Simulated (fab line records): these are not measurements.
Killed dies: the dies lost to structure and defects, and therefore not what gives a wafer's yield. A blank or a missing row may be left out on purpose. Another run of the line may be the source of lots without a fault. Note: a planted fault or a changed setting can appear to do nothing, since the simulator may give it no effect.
Matching of chambers -- flow nand harc -- 4 sister chambers for NHARC_A_STAIRCASE_DESCUM_168 on rie diel-05
The step chemistry O2, time 3 s. 4 wafers are shown with their chamber, then 10 later ones without.

== WAFERS PAIRED WITH THEIR CHAMBERS ==
wafer,chamber,showerhead plenum p Torr (Torr)
L081.2,0,1.80
L086.5,3,2.06
L088.1,1,1.81
L088.3,2,1.89

== WAFERS MISSING THEIR CHAMBER ==
wafer,showerhead plenum p Torr (Torr)
L088.6,1.89
L087.2,1.79
L087.4,1.81
L087.5,2.06
L091.3,2.05
L091.4,1.89
L091.5,1.81
L097.1,1.81
L097.2,2.05
L097.6,1.89

== THE CHAMBER EACH PASSED THROUGH ==
wafer,from the rows above,in truth
L088.6,2,2
L087.2,can't be placed: 0 or 1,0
L087.4,can't be placed: 1 or 0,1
L087.5,3,3
L091.3,3,3
L091.4,2,2
L091.5,can't be placed: 1 or 0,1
L097.1,can't be placed: 1 or 0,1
L097.2,3,3
L097.6,2,2
Correct placement for 6 of the 10. Unplaceable from these rows: 4, with the true chamber sitting among the candidates in 4. Wrongly placed: 0.
How it was worked out, from the rows above alone: a wafer's distance from a chamber is the root of the sum, over the readings, of the square of ((its reading less the chamber's mean) divided by the reading's scatter). The wafer belongs to the nearest chamber; if the next one is less than 2 further off, it can't be placed. A chamber's mean is the mean of its shown wafers. The scatter: with one shown wafer a chamber, the root of the mean of the squares of how far each hidden wafer lies from its nearest shown one.
